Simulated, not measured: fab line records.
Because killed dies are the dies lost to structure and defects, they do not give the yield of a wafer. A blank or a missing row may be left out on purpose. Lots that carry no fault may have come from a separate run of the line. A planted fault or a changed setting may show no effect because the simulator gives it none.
fab line records / flow nandHarc
record lots=6 wafers=18 lastDay=24
route steps=1159 shown A_SOURCE_PLATE@420 A_ONON_D1@424 END@1159
lots with no fault: from the same line, run without faults
startH: start of the lot's first displayed wafer, in hours after the record's first day / waitH: hours elapsed since this lot's preceding step / " the same as in the row above / L1.1+2: a row that stands for several wafers / - either no value or no given start / * or withheld: withheld / < > ~ a bound
route shown NAME@n: NAME is a module with steps in the file, n the number in the route of the first one / usual: the fault-free wafers' mean and standard deviation / same: alike in all rows / chamber/n: place in a boat / sites: each site's reading / _std_site: standard deviation across them / _edge_site: the outer-site mean with the inner-site mean subtracted / radiusMm: for every site, how far away it sits from the centre of the wafer / mask NAME#n: copy n / behind: the most recent tool/chamber to have shaped the wafer / hold: why the lot was held/for how many hours/how that ended / device: the transistor (n, p or np) that didn't switch / end of line: at the end of the route, the tests of the same wafers / for a step that has no rows: nothing shown but its recipe / killed: not the wafer's yield, but the dies lost to structure and defects at the first sort / map: a wafer's dies, x killed, . not, _ none there
set.NAME: the run value of the setting; set.NAME@STEP: its run value at that earlier step / model.NAME: the simulator's own value behind a step, which no gauge read
lots at some steps of the route; a table a step, a row a wafer
services: from which hour (startH, from the record's first day; less than 0 if before it) a tool's chamber was out of use, for how many hours, and why
## steps
# step NHARC_A_SOURCE_PLATE_THK_MEAS_06
# recipe thkMeasGauge=ellipsometry
# usual thkNm=199.1/2.3
lot.wafer=L935.3 tool=filmMetro-02 chamber=- startH=167.89 waitH=0.4 thkNm=202.9
lot.wafer=L935.4 tool=filmMetro-02 chamber=- startH=167.89 waitH=0.4 thkNm=199.9
lot.wafer=L935.5 tool=filmMetro-02 chamber=- startH=167.89 waitH=0.4 thkNm=201.7
lot.wafer=L941.2 tool=filmMetro-02 chamber=- startH=210.45 waitH=0.4 thkNm=199.2
lot.wafer=L941.3 tool=filmMetro-02 chamber=- startH=210.45 waitH=0.4 thkNm=199.8
lot.wafer=L941.4 tool=filmMetro-02 chamber=- startH=210.45 waitH=0.4 thkNm=197.5
lot.wafer=L951.1 tool=filmMetro-01 chamber=- startH=264.02 waitH=0.4 thkNm=197.4
lot.wafer=L951.4 tool=filmMetro-01 chamber=- startH=264.02 waitH=0.4 thkNm=197.0
lot.wafer=L951.5 tool=filmMetro-01 chamber=- startH=264.02 waitH=0.4 thkNm=198.2
lot.wafer=L953.1 tool=filmMetro-02 chamber=- startH=279.84 waitH=0.4 thkNm=197.8
lot.wafer=L953.5 tool=filmMetro-02 chamber=- startH=279.84 waitH=0.4 thkNm=196.3
lot.wafer=L953.6 tool=filmMetro-02 chamber=- startH=279.84 waitH=0.4 thkNm=195.8
lot.wafer=L955.1 tool=filmMetro-01 chamber=- startH=285.16 waitH=0.4 thkNm=198.9
lot.wafer=L955.3 tool=filmMetro-01 chamber=- startH=285.16 waitH=0.4 thkNm=199.2
lot.wafer=L955.4 tool=filmMetro-01 chamber=- startH=285.16 waitH=0.4 thkNm=197.8
lot.wafer=L956.2 tool=filmMetro-01 chamber=- startH=296.11 waitH=0.4 thkNm=198.9
lot.wafer=L956.4 tool=filmMetro-01 chamber=- startH=296.11 waitH=0.4 thkNm=197.3
lot.wafer=L956.6 tool=filmMetro-01 chamber=- startH=296.11 waitH=0.4 thkNm=197.7
# step NHARC_A_SOURCE_PLATE_INSPECT_08
# usual rawDefectCount=62/28
lot.wafer=L935.3 tool=defectInspect-01 chamber=- startH=167.95 waitH=0.0 rawDefectCount=56
lot.wafer=L935.4 tool=defectInspect-01 chamber=- startH=167.95 waitH=0.0 rawDefectCount=46
lot.wafer=L935.5 tool=defectInspect-01 chamber=- startH=167.95 waitH=0.0 rawDefectCount=55
lot.wafer=L941.2 tool=defectInspect-01 chamber=- startH=210.54 waitH=0.0 rawDefectCount=48
lot.wafer=L941.3 tool=defectInspect-01 chamber=- startH=210.54 waitH=0.0 rawDefectCount=52
lot.wafer=L941.4 tool=defectInspect-01 chamber=- startH=210.54 waitH=0.0 rawDefectCount=47
lot.wafer=L951.1 tool=defectInspect-01 chamber=- startH=264.08 waitH=0.0 rawDefectCount=83
lot.wafer=L951.4 tool=defectInspect-01 chamber=- startH=264.08 waitH=0.0 rawDefectCount=40
lot.wafer=L951.5 tool=defectInspect-01 chamber=- startH=264.08 waitH=0.0 rawDefectCount=42
lot.wafer=L953.1 tool=defectInspect-02 chamber=- startH=279.90 waitH=0.0 rawDefectCount=67
lot.wafer=L953.5 tool=defectInspect-02 chamber=- startH=279.90 waitH=0.0 rawDefectCount=103
lot.wafer=L953.6 tool=defectInspect-02 chamber=- startH=279.90 waitH=0.0 rawDefectCount=116
lot.wafer=L955.1 tool=defectInspect-01 chamber=- startH=285.23 waitH=0.0 rawDefectCount=37
lot.wafer=L955.3 tool=defectInspect-01 chamber=- startH=285.23 waitH=0.0 rawDefectCount=58
lot.wafer=L955.4 tool=defectInspect-01 chamber=- startH=285.23 waitH=0.0 rawDefectCount=19
lot.wafer=L956.2 tool=defectInspect-02 chamber=- startH=296.22 waitH=0.0 rawDefectCount=84
lot.wafer=L956.4 tool=defectInspect-02 chamber=- startH=296.22 waitH=0.0 rawDefectCount=33
lot.wafer=L956.6 tool=defectInspect-02 chamber=- startH=296.22 waitH=0.0 rawDefectCount=93
# step NHARC_A_ONON_D1_DEP_00
# recipe targetThkA=10000 n2FlowSccm=2750 n2oFlowSccm=2000 nh3FlowSccm=500 sih4FlowSccm=210 tempC=400
# step NHARC_A_ONON_D1_THK_MEAS_02
# recipe thkMeasGauge=ellipsometry
# usual thkNm=1003/12
lot.wafer=L935.3 tool=filmMetro-01 chamber=- startH=168.52 waitH=- thkNm=1010
lot.wafer=L935.4 tool=filmMetro-01 chamber=- startH=168.52 waitH=- thkNm=1007
lot.wafer=L935.5 tool=filmMetro-01 chamber=- startH=168.52 waitH=- thkNm=1008
lot.wafer=L941.2 tool=filmMetro-02 chamber=- startH=211.11 waitH=- thkNm=993
lot.wafer=L941.3 tool=filmMetro-02 chamber=- startH=211.11 waitH=- thkNm=995
lot.wafer=L941.4 tool=filmMetro-02 chamber=- startH=211.11 waitH=- thkNm=993
lot.wafer=L951.1 tool=filmMetro-02 chamber=- startH=264.66 waitH=- thkNm=997
lot.wafer=L951.4 tool=filmMetro-02 chamber=- startH=264.66 waitH=- thkNm=996
lot.wafer=L951.5 tool=filmMetro-02 chamber=- startH=264.66 waitH=- thkNm=996
lot.wafer=L953.1 tool=filmMetro-01 chamber=- startH=280.48 waitH=- thkNm=1007
lot.wafer=L953.5 tool=filmMetro-01 chamber=- startH=280.48 waitH=- thkNm=1011
lot.wafer=L953.6 tool=filmMetro-01 chamber=- startH=280.48 waitH=- thkNm=1008
lot.wafer=L955.1 tool=filmMetro-02 chamber=- startH=285.80 waitH=- thkNm=1001
lot.wafer=L955.3 tool=filmMetro-02 chamber=- startH=285.80 waitH=- thkNm=1004
lot.wafer=L955.4 tool=filmMetro-02 chamber=- startH=285.80 waitH=- thkNm=1001
lot.wafer=L956.2 tool=filmMetro-01 chamber=- startH=296.80 waitH=- thkNm=1019
lot.wafer=L956.4 tool=filmMetro-01 chamber=- startH=296.80 waitH=- thkNm=1021
lot.wafer=L956.6 tool=filmMetro-01 chamber=- startH=296.80 waitH=- thkNm=1019
# step NHARC_A_ONON_D1_DEP_03
# recipe targetThkA=10000 n2FlowSccm=2750 n2oFlowSccm=2000 nh3FlowSccm=500 sih4FlowSccm=210 tempC=400
# step NHARC_A_ONON_D1_THK_MEAS_05
# recipe thkMeasGauge=ellipsometry
# usual thkNm=1001/9.1
lot.wafer=L935.3 tool=filmMetro-01 chamber=- startH=169.09 waitH=- thkNm=1013
lot.wafer=L935.4 tool=filmMetro-01 chamber=- startH=169.09 waitH=- thkNm=1013
lot.wafer=L935.5 tool=filmMetro-01 chamber=- startH=169.09 waitH=- thkNm=1015
lot.wafer=L941.2 tool=filmMetro-01 chamber=- startH=211.68 waitH=- thkNm=1010
lot.wafer=L941.3 tool=filmMetro-01 chamber=- startH=211.68 waitH=- thkNm=1009
lot.wafer=L941.4 tool=filmMetro-01 chamber=- startH=211.68 waitH=- thkNm=1009
lot.wafer=L951.1 tool=filmMetro-02 chamber=- startH=265.22 waitH=- thkNm=1005
lot.wafer=L951.4 tool=filmMetro-02 chamber=- startH=265.22 waitH=- thkNm=1005
lot.wafer=L951.5 tool=filmMetro-02 chamber=- startH=265.22 waitH=- thkNm=1006
lot.wafer=L953.1 tool=filmMetro-02 chamber=- startH=281.04 waitH=- thkNm=1013
lot.wafer=L953.5 tool=filmMetro-02 chamber=- startH=281.04 waitH=- thkNm=1014
lot.wafer=L953.6 tool=filmMetro-02 chamber=- startH=281.04 waitH=- thkNm=1012
lot.wafer=L955.1 tool=filmMetro-01 chamber=- startH=286.36 waitH=- thkNm=999
lot.wafer=L955.3 tool=filmMetro-01 chamber=- startH=286.36 waitH=- thkNm=999
lot.wafer=L955.4 tool=filmMetro-01 chamber=- startH=286.36 waitH=- thkNm=998
lot.wafer=L956.2 tool=filmMetro-02 chamber=- startH=297.37 waitH=- thkNm=1000
lot.wafer=L956.4 tool=filmMetro-02 chamber=- startH=297.37 waitH=- thkNm=1000
lot.wafer=L956.6 tool=filmMetro-02 chamber=- startH=297.37 waitH=- thkNm=1000
# step NHARC_A_ONON_D1_DEP_06
# recipe targetThkA=10000 n2FlowSccm=2750 n2oFlowSccm=2000 nh3FlowSccm=500 sih4FlowSccm=210 tempC=400
# step NHARC_A_ONON_D1_THK_MEAS_08
# recipe thkMeasGauge=ellipsometry
# usual thkNm=999/10
lot.wafer=L935.3 tool=filmMetro-01 chamber=- startH=169.66 waitH=- thkNm=1027
lot.wafer=L935.4 tool=filmMetro-01 chamber=- startH=169.66 waitH=- thkNm=1026
lot.wafer=L935.5 tool=filmMetro-01 chamber=- startH=169.66 waitH=- thkNm=1027
lot.wafer=L941.2 tool=filmMetro-02 chamber=- startH=212.28 waitH=- thkNm=995
lot.wafer=L941.3 tool=filmMetro-02 chamber=- startH=212.28 waitH=- thkNm=999
lot.wafer=L941.4 tool=filmMetro-02 chamber=- startH=212.28 waitH=- thkNm=998
lot.wafer=L951.1 tool=filmMetro-02 chamber=- startH=265.80 waitH=- thkNm=981
lot.wafer=L951.4 tool=filmMetro-02 chamber=- startH=265.80 waitH=- thkNm=981
lot.wafer=L951.5 tool=filmMetro-02 chamber=- startH=265.80 waitH=- thkNm=982
lot.wafer=L953.1 tool=filmMetro-02 chamber=- startH=281.61 waitH=- thkNm=1009
lot.wafer=L953.5 tool=filmMetro-02 chamber=- startH=281.61 waitH=- thkNm=1009
lot.wafer=L953.6 tool=filmMetro-02 chamber=- startH=281.61 waitH=- thkNm=1009
lot.wafer=L955.1 tool=filmMetro-01 chamber=- startH=286.93 waitH=- thkNm=1017
lot.wafer=L955.3 tool=filmMetro-01 chamber=- startH=286.93 waitH=- thkNm=1017
lot.wafer=L955.4 tool=filmMetro-01 chamber=- startH=286.93 waitH=- thkNm=1016
lot.wafer=L956.2 tool=filmMetro-01 chamber=- startH=297.93 waitH=- thkNm=992
lot.wafer=L956.4 tool=filmMetro-01 chamber=- startH=297.93 waitH=- thkNm=991
lot.wafer=L956.6 tool=filmMetro-01 chamber=- startH=297.93 waitH=- thkNm=991
# step NHARC_A_ONON_D1_DEP_09
# recipe targetThkA=10000 n2FlowSccm=2750 n2oFlowSccm=2000 nh3FlowSccm=500 sih4FlowSccm=210 tempC=400
# step NHARC_A_ONON_D1_THK_MEAS_11
# recipe thkMeasGauge=ellipsometry
# usual thkNm=999/9.7
lot.wafer=L935.3 tool=filmMetro-02 chamber=- startH=170.23 waitH=- thkNm=1005
lot.wafer=L935.4 tool=filmMetro-02 chamber=- startH=170.23 waitH=- thkNm=1007
lot.wafer=L935.5 tool=filmMetro-02 chamber=- startH=170.23 waitH=- thkNm=1005
lot.wafer=L941.2 tool=filmMetro-01 chamber=- startH=212.84 waitH=- thkNm=1007
lot.wafer=L941.3 tool=filmMetro-01 chamber=- startH=212.84 waitH=- thkNm=1010
lot.wafer=L941.4 tool=filmMetro-01 chamber=- startH=212.84 waitH=- thkNm=1008
lot.wafer=L951.1 tool=filmMetro-02 chamber=- startH=266.37 waitH=- thkNm=998
lot.wafer=L951.4 tool=filmMetro-02 chamber=- startH=266.37 waitH=- thkNm=996
lot.wafer=L951.5 tool=filmMetro-02 chamber=- startH=266.37 waitH=- thkNm=999
lot.wafer=L953.1 tool=filmMetro-01 chamber=- startH=282.17 waitH=- thkNm=995
lot.wafer=L953.5 tool=filmMetro-01 chamber=- startH=282.17 waitH=- thkNm=995
lot.wafer=L953.6 tool=filmMetro-01 chamber=- startH=282.17 waitH=- thkNm=995
lot.wafer=L955.1 tool=filmMetro-01 chamber=- startH=287.50 waitH=- thkNm=1005
lot.wafer=L955.3 tool=filmMetro-01 chamber=- startH=287.50 waitH=- thkNm=1003
lot.wafer=L955.4 tool=filmMetro-01 chamber=- startH=287.50 waitH=- thkNm=1006
lot.wafer=L956.2 tool=filmMetro-02 chamber=- startH=298.51 waitH=- thkNm=1003
lot.wafer=L956.4 tool=filmMetro-02 chamber=- startH=298.51 waitH=- thkNm=1000
lot.wafer=L956.6 tool=filmMetro-02 chamber=- startH=298.51 waitH=- thkNm=1001
# step NHARC_A_ONON_D1_DEP_12
# recipe targetThkA=10000 n2FlowSccm=2750 n2oFlowSccm=2000 nh3FlowSccm=500 sih4FlowSccm=210 tempC=400
# usual n2oFlowSccm=2001/5.7
lot.wafer=L935.3 tool=pecvdOnon-02 chamber=0 startH=170.40 waitH=0.2 n2oFlowSccm=2012
lot.wafer=L935.4 tool=pecvdOnon-02 chamber=0 startH=170.40 waitH=0.2 n2oFlowSccm=1997
lot.wafer=L935.5 tool=pecvdOnon-02 chamber=0 startH=170.40 waitH=0.2 n2oFlowSccm=2008
lot.wafer=L941.2 tool=pecvdOnon-01 chamber=0 startH=212.95 waitH=0.1 n2oFlowSccm=1994
lot.wafer=L941.3 tool=pecvdOnon-01 chamber=0 startH=212.95 waitH=0.1 n2oFlowSccm=1994
lot.wafer=L941.4 tool=pecvdOnon-01 chamber=0 startH=212.95 waitH=0.1 n2oFlowSccm=1995
lot.wafer=L951.1 tool=pecvdOnon-02 chamber=0 startH=266.42 waitH=0.1 n2oFlowSccm=1992
lot.wafer=L951.4 tool=pecvdOnon-02 chamber=0 startH=266.42 waitH=0.1 n2oFlowSccm=1998
lot.wafer=L951.5 tool=pecvdOnon-02 chamber=0 startH=266.42 waitH=0.1 n2oFlowSccm=1992
lot.wafer=L953.1 tool=pecvdOnon-02 chamber=0 startH=282.23 waitH=0.1 n2oFlowSccm=1998
lot.wafer=L953.5 tool=pecvdOnon-02 chamber=0 startH=282.23 waitH=0.1 n2oFlowSccm=2001
lot.wafer=L953.6 tool=pecvdOnon-02 chamber=0 startH=282.23 waitH=0.1 n2oFlowSccm=1996
lot.wafer=L955.1 tool=pecvdOnon-01 chamber=0 startH=287.55 waitH=0.1 n2oFlowSccm=2002
lot.wafer=L955.3 tool=pecvdOnon-01 chamber=0 startH=287.55 waitH=0.1 n2oFlowSccm=2003
lot.wafer=L955.4 tool=pecvdOnon-01 chamber=0 startH=287.55 waitH=0.1 n2oFlowSccm=2009
lot.wafer=L956.2 tool=pecvdOnon-04 chamber=0 startH=298.62 waitH=0.1 n2oFlowSccm=1997
lot.wafer=L956.4 tool=pecvdOnon-04 chamber=0 startH=298.62 waitH=0.1 n2oFlowSccm=2004
lot.wafer=L956.6 tool=pecvdOnon-04 chamber=0 startH=298.62 waitH=0.1 n2oFlowSccm=1993
# step NHARC_A_ONON_D1_THK_MEAS_14
# recipe thkMeasGauge=ellipsometry
# usual thkNm=1001/6.6
lot.wafer=L935.3 tool=filmMetro-01 chamber=- startH=170.81 waitH=- thkNm=1001
lot.wafer=L935.4 tool=filmMetro-01 chamber=- startH=170.81 waitH=- thkNm=1000
lot.wafer=L935.5 tool=filmMetro-01 chamber=- startH=170.81 waitH=- thkNm=1001
lot.wafer=L941.2 tool=filmMetro-02 chamber=- startH=213.40 waitH=- thkNm=993
lot.wafer=L941.3 tool=filmMetro-02 chamber=- startH=213.40 waitH=- thkNm=992
lot.wafer=L941.4 tool=filmMetro-02 chamber=- startH=213.40 waitH=- thkNm=991
lot.wafer=L951.1 tool=filmMetro-01 chamber=- startH=266.94 waitH=- thkNm=1001
lot.wafer=L951.4 tool=filmMetro-01 chamber=- startH=266.94 waitH=- thkNm=1353
lot.wafer=L951.5 tool=filmMetro-01 chamber=- startH=266.94 waitH=- thkNm=1002
lot.wafer=L953.1 tool=filmMetro-01 chamber=- startH=282.74 waitH=- thkNm=1007
lot.wafer=L953.5 tool=filmMetro-01 chamber=- startH=282.74 waitH=- thkNm=1007
lot.wafer=L953.6 tool=filmMetro-01 chamber=- startH=282.74 waitH=- thkNm=1360
lot.wafer=L955.1 tool=filmMetro-02 chamber=- startH=288.07 waitH=- thkNm=996
lot.wafer=L955.3 tool=filmMetro-02 chamber=- startH=288.07 waitH=- thkNm=996
lot.wafer=L955.4 tool=filmMetro-02 chamber=- startH=288.07 waitH=- thkNm=995
lot.wafer=L956.2 tool=filmMetro-01 chamber=- startH=299.08 waitH=- thkNm=982
lot.wafer=L956.4 tool=filmMetro-01 chamber=- startH=299.08 waitH=- thkNm=982
lot.wafer=L956.6 tool=filmMetro-01 chamber=- startH=299.08 waitH=- thkNm=983
# step NHARC_A_ONON_D1_ANNEAL_15
# recipe tempC=750 timeS=3600
# step NHARC_END_SORT_01
# recipe tempC=25
# usual killedAtArray=28/12 killedAtOther=0.8/1.1 killedAtPeriphery=3.6/2.3 killedDies=32/12 killedOpen=3.4/1.9 killedShort=2.0/1.3
# same grossDies=677
lot.wafer=L935.3 tool=prober-02 chamber=0 startH=442.52 waitH=3.1 killedAtArray=22 killedAtOther=1 killedAtPeriphery=3 killedDies=26 killedOpen=1 killedShort=2
lot.wafer=L935.4 tool=prober-02 chamber=0 startH=443.32 waitH=3.4 killedAtArray=25 killedAtOther=0 killedAtPeriphery=1 killedDies=26 killedOpen=3 killedShort=3
lot.wafer=L935.5 tool=prober-02 chamber=0 startH=444.12 waitH=3.7 killedAtArray=24 killedAtOther=0 killedAtPeriphery=5 killedDies=29 killedOpen=1 killedShort=2
lot.wafer=L941.2 tool=prober-02 chamber=0 startH=483.47 waitH=2.8 killedAtArray=32 killedAtOther=0 killedAtPeriphery=2 killedDies=34 killedOpen=4 killedShort=3
lot.wafer=L941.3 tool=prober-02 chamber=0 startH=484.26 waitH=3.1 killedAtArray=32 killedAtOther=0 killedAtPeriphery=3 killedDies=35 killedOpen=2 killedShort=5
lot.wafer=L941.4 tool=prober-02 chamber=0 startH=485.06 waitH=3.4 killedAtArray=35 killedAtOther=0 killedAtPeriphery=3 killedDies=38 killedOpen=5 killedShort=2
lot.wafer=L951.1 tool=prober-02 chamber=0 startH=544.07 waitH=2.5 killedAtArray=35 killedAtOther=0 killedAtPeriphery=4 killedDies=39 killedOpen=3 killedShort=2
lot.wafer=L951.4 tool=prober-02 chamber=0 startH=546.48 waitH=3.4 killedAtArray=35 killedAtOther=2 killedAtPeriphery=0 killedDies=37 killedOpen=2 killedShort=2
lot.wafer=L951.5 tool=prober-02 chamber=0 startH=547.29 waitH=3.7 killedAtArray=37 killedAtOther=1 killedAtPeriphery=2 killedDies=40 killedOpen=6 killedShort=1
lot.wafer=L953.1 tool=prober-01 chamber=0 startH=562.64 waitH=2.5 killedAtArray=52 killedAtOther=0 killedAtPeriphery=1 killedDies=53 killedOpen=4 killedShort=1
lot.wafer=L953.5 tool=prober-01 chamber=0 startH=565.84 waitH=3.7 killedAtArray=53 killedAtOther=1 killedAtPeriphery=3 killedDies=57 killedOpen=1 killedShort=2
lot.wafer=L953.6 tool=prober-01 chamber=0 startH=566.64 waitH=4.0 killedAtArray=48 killedAtOther=1 killedAtPeriphery=0 killedDies=49 killedOpen=0 killedShort=4
lot.wafer=L956.2 tool=prober-01 chamber=0 startH=582.70 waitH=2.8 killedAtArray=44 killedAtOther=0 killedAtPeriphery=3 killedDies=47 killedOpen=6 killedShort=1
lot.wafer=L956.4 tool=prober-01 chamber=0 startH=584.30 waitH=3.4 killedAtArray=41 killedAtOther=0 killedAtPeriphery=3 killedDies=44 killedOpen=2 killedShort=1
lot.wafer=L956.6 tool=prober-01 chamber=0 startH=585.89 waitH=4.0 killedAtArray=40 killedAtOther=1 killedAtPeriphery=2 killedDies=43 killedOpen=2 killedShort=1
# killed by level:class
L935.3 A_CHANNEL_HOLE_D1:chamberFilmFlake=13 P_ZERO_WELL:chamberFilmFlake=3 A_CONTACT:chamberFilmFlake=3 A_SLIT:chamberFilmFlake=2 A_ONON_D1:geometricParticle:short=1 A_CONTACT:geometricParticle:open=1 STARTING-WAFER:geometricParticle:short=1 A_STAIRCASE:chamberFilmFlake=1
L935.4 A_CHANNEL_HOLE_D1:chamberFilmFlake=14 A_SGD_CUT:geometricParticle:short=3 A_CONTACT:geometricParticle:open=2 A_SLIT:chamberFilmFlake=2 A_CONTACT:chamberFilmFlake=2 P_STI:geometricParticle:open=1 A_ZERO_WELL:chamberFilmFlake=1 A_WL_FILL:chamberFilmFlake=1
L935.5 A_CHANNEL_HOLE_D1:chamberFilmFlake=15 A_CONTACT:chamberFilmFlake=3 P_ZERO_WELL:chamberFilmFlake=2 A_WL_FILL:chamberFilmFlake=2 P_STI:geometricParticle:short=1 P_M1:geometricParticle:open=1 A_SGD_CUT:geometricParticle:short=1 P_STI:chamberFilmFlake=1
L941.2 A_SLIT:chamberFilmFlake=12 A_CHANNEL_HOLE_D1:chamberFilmFlake=10 A_CONTACT:geometricParticle:open=2 A_SOURCE_PLATE:geometricParticle:short=1 A_CHANNEL_HOLE_D1:geometricParticle:open=1 A_SGD_CUT:geometricParticle:short=1 A_WL_FILL:geometricParticle:short=1 A_WL_FILL:geometricParticle:open=1
L941.3 A_SLIT:chamberFilmFlake=12 A_CHANNEL_HOLE_D1:chamberFilmFlake=11 A_WL_FILL:chamberFilmFlake=4 A_CHANNEL_HOLE_D1:geometricParticle:short=2 P_GATE:geometricParticle:open=1 P_CONTACT:geometricParticle:short=1 P_M0:geometricParticle:short=1 A_ONON_D1:geometricParticle:short=1
L941.4 A_CHANNEL_HOLE_D1:chamberFilmFlake=14 A_SLIT:chamberFilmFlake=13 A_CONTACT:geometricParticle:open=2 A_CONTACT:chamberFilmFlake=2 P_CONTACT:geometricParticle:short=1 P_CONTACT:geometricParticle:open=1 A_ONON_D1:geometricParticle:open=1 A_CHANNEL_FILL_D1:geometricParticle:open=1
L951.1 A_SLIT:chamberFilmFlake=21 A_CHANNEL_HOLE_D1:chamberFilmFlake=7 A_M0:geometricParticle:open=2 P_GATE:chamberFilmFlake=2 A_CONTACT:chamberFilmFlake=2 P_GATE:geometricParticle:open=1 P_M1:geometricParticle:short=1 A_CHANNEL_FILL_D1:geometricParticle:short=1
L951.4 A_SLIT:chamberFilmFlake=14 A_CHANNEL_HOLE_D1:chamberFilmFlake=13 A_CHANNEL_FILL_D1:chamberFilmFlake=2 A_CONTACT:chamberFilmFlake=2 THIN_TSV:chamberFilmFlake=2 A_CHANNEL_FILL_D1:geometricParticle:short=1 A_SGD_CUT:geometricParticle:open=1 A_CONTACT:geometricParticle:short=1
L951.5 A_SLIT:chamberFilmFlake=17 A_CHANNEL_HOLE_D1:chamberFilmFlake=12 A_CONTACT:geometricParticle:open=2 A_CONTACT:chamberFilmFlake=2 P_GATE:geometricParticle:open=1 P_M0:geometricParticle:open=1 A_M0:geometricParticle:open=1 A_M1:geometricParticle:open=1
L953.1 A_CHANNEL_HOLE_D1:chamberFilmFlake=20 A_SLIT:chamberFilmFlake=16 A_CONTACT:chamberFilmFlake=6 A_STAIRCASE:chamberFilmFlake=4 A_CONTACT:geometricParticle:open=2 A_CHANNEL_FILL_D1:geometricParticle:open=1 A_WL_FILL:geometricParticle:short=1 A_WL_FILL:geometricParticle:open=1
L953.5 A_CHANNEL_HOLE_D1:chamberFilmFlake=24 A_SLIT:chamberFilmFlake=17 A_CONTACT:chamberFilmFlake=8 P_GATE:chamberFilmFlake=3 A_ONON_D1:geometricParticle:short=1 A_WL_FILL:geometricParticle:short=1 A_CONTACT:geometricParticle:open=1 A_STAIRCASE:chamberFilmFlake=1
L953.6 A_SLIT:chamberFilmFlake=20 A_CHANNEL_HOLE_D1:chamberFilmFlake=15 A_STAIRCASE:chamberFilmFlake=5 A_CONTACT:chamberFilmFlake=4 A_WL_FILL:geometricParticle:short=2 A_CHANNEL_FILL_D1:geometricParticle:short=1 A_SLIT:geometricParticle:short=1 THIN_TSV:chamberFilmFlake=1
L956.2 A_SLIT:chamberFilmFlake=23 A_CHANNEL_HOLE_D1:chamberFilmFlake=5 A_STAIRCASE:chamberFilmFlake=3 A_CONTACT:chamberFilmFlake=3 A_CHANNEL_FILL_D1:geometricParticle:open=2 A_ZERO_WELL:chamberFilmFlake=2 A_WL_FILL:chamberFilmFlake=2 P_CONTACT:geometricParticle:open=1
L956.4 A_SLIT:chamberFilmFlake=18 A_CHANNEL_HOLE_D1:chamberFilmFlake=11 A_CONTACT:chamberFilmFlake=4 A_STAIRCASE:chamberFilmFlake=3 A_CHANNEL_FILL_D1:geometricParticle:open=2 P_STI:chamberFilmFlake=2 A_CHANNEL_FILL_D1:chamberFilmFlake=2 A_CHANNEL_FILL_D1:geometricParticle:short=1
L956.6 A_SLIT:chamberFilmFlake=17 A_CHANNEL_HOLE_D1:chamberFilmFlake=8 A_STAIRCASE:chamberFilmFlake=6 A_CONTACT:chamberFilmFlake=4 A_WL_FILL:chamberFilmFlake=2 P_M1:geometricParticle:open=1 A_ONON_D1:geometricParticle:short=1 A_WL_FILL:geometricParticle:open=1
## services
tool=pecvdOnon-01 chamber=- startH=195.00 hours=13.0 kind=pm
tool=pecvdOnon-02 chamber=- startH=215.57 hours=1.4 kind=repair
tool=pecvdOnon-04 chamber=- startH=237.49 hours=13.0 kind=pm
tool=pecvdOnon-02 chamber=- startH=292.58 hours=13.0 kind=pm
## key
firstSign step=NHARC_A_ONON_D1_THK_MEAS_14 reading=thkNm direction=up sigmas=54 usual=1001 struck=1357
effect none on later readings
metAt NHARC_A_ONON_D1_DEP_12
struckWafers L951.4,L953.6
testerLeftOut L951,L953
onsetBetween 170.40 266.42
fault kind=processParameterDrift tool=pecvdOnon-02 chamber=- onsetH=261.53 steps=NHARC_A_ONON_D1_DEP_12 channel=targetThkA offset=* shape=step endH=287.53 scope=struckWafersOnly actsIn=* stated=*
# testerLeftOut: of these lots the tester's yield and bins aren't shown, on N5 and GAA mostly nor the transistor test; their killed dies are dies lost to structure and defects alone, not to doping, threshold or leakage, so they don't give the yield
